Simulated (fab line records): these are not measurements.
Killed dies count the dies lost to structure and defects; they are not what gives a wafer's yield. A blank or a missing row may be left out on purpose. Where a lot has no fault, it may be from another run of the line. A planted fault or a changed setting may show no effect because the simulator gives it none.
Lot-split experiment ; flow n5 finfet ; on a route of 1938 steps: 7 lots, 21 wafers read

== ON THE SPLIT ==
At N5_BEOL_M14_ILD_DEP_00 (deposits SiO2 from TEOS/O2, target thk 1119.3 nm, time 237.4 s), the setting time s was moved away from the recipe's 237.4 s on 7 of the 21 wafers read, by -9.9% to +4.5%. For the rest of the wafers, this setting stayed at what the recipe calls for.

Between the split and the reading, the file records no step.

== THE READING ==
At N5_BEOL_M14_THK_MEAS_01: M14_ILD_THK, given in nm. A value of 1115 nm with a standard deviation of 15 nm is what fault-free wafers of this fab line usually give.

wafer;tool, chamber at the split;time s as run, s;against the recipe;M14_ILD_THK, nm;against lot-mates on the recipe
L076.2;pecvd-01, 1;237.4;recipe;1111;-
L076.4;pecvd-01, 1;237.4;recipe;1136;-
L076.6;pecvd-01, 2;237.4;recipe;1138;-
L081.2;pecvd-02, 2;248.2;+4.5%;1156;no lot-mate on the recipe
L081.3;pecvd-02, 1;248.2;+4.5%;1165;no lot-mate on the recipe
L081.5;pecvd-02, 0;248.2;+4.5%;1188;no lot-mate on the recipe
L083.2;pecvd-03, 2;218.4;-8.0%;1008;-120
L083.5;pecvd-03, 1;237.4;recipe;1137;-
L083.6;pecvd-03, 0;237.4;recipe;1120;-
L084.1;pecvd-02, 1;213.8;-9.9%;1008;-109
L084.2;pecvd-02, 2;213.8;-9.9%;977;-140
L084.5;pecvd-02, 0;237.4;recipe;1117;-
L087.1;pecvd-03, 1;237.4;recipe;1126;-
L087.4;pecvd-03, 2;237.4;recipe;1112;-
L087.6;pecvd-03, 1;237.4;recipe;1145;-
L097.2;pecvd-03, 2;237.4;recipe;1097;-
L097.4;pecvd-03, 1;237.4;recipe;1133;-
L097.6;pecvd-03, 2;214.7;-9.6%;997;-118
L096.1;pecvd-02, 2;237.4;recipe;1103;-
L096.5;pecvd-02, 0;237.4;recipe;1134;-
L096.6;pecvd-02, 1;237.4;recipe;1133;-

THE FIT
A straight line over all 21 wafers: M14_ILD_THK changes by +12.8 nm for each +1% of time s; r = +0.97; the points scatter about the line by 15 nm.
The same after taking each lot's own level away (the mean of its wafers on the recipe; 18 wafers): +12.9 nm for each +1%; r = +0.97; scatter 14 nm.
On that fit, the largest move of time s shifts the reading by 1.3e+02 nm.
From 1115.0 to 1128.5 nm: that is the span of the lots' own levels, equal to 0.9 times the standard deviation above.
The two slopes are in agreement: the lot-to-lot level therefore moves the slope only a little.
Check: with one of the wafers moved furthest among these (-9.9%) left out of the fit, the line predicts -136 nm for it against its lot-mates. It came out at -109 nm against them.

== OTHER SPLITS APPLIED TO THESE WAFERS ==
Other splits were also applied to these wafers ahead of the reading. Each is held against what the fit with the lots' levels taken away leaves over:
other split on the same wafers;wafers away from the commonest value;r with M14_ILD_THK (lot level and that fit taken away)
N5_BEOL_M12_ETCH_68 time s;8;-0.23
N5_BEOL_M12_TRENCH_ETCH_34 time s;7;+0.19
N5_BEOL_M13_DEP_53 time s;7;+0.17

== THE WHOLE CHAIN: every reading that the file lists as answering this split, in the file's order ==
step;what it does;reading;change (the file's fit);r (the file's)
N5_BEOL_M14_ILD_DEP_00;deposits SiO2 from TEOS/O2, target thk 1119.3 nm, time 237.4 s;SiO2_of_BEOL_M14_ILD_DEP_00.thk nm (the simulator's own value, which no gauge read);+13.2 nm for each +1% of the setting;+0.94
N5_BEOL_M14_THK_MEAS_01;;M14_ILD_THK;+13.1 for each +1% of the setting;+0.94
N5_BEOL_M14_VIA_ETCH_16;etches SiO2 in C4F8/O2/Ar, target depth 1231.3 nm;etch.depth nm (the simulator's own value, which no gauge read);+13.2 nm for each +1% of the setting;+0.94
N5_BEOL_M14_VIA_ETCH_16;etches SiO2 in C4F8/O2/Ar, target depth 1231.3 nm;coat_of_BEOL_M14_COAT_04.thk nm (the simulator's own value, which no gauge read);-3.01 nm for each +1% of the setting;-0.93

== THE FILE'S OWN FIT ==
M14_ILD_THK changes by +13.1 nm for each +1% of time s, r = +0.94.
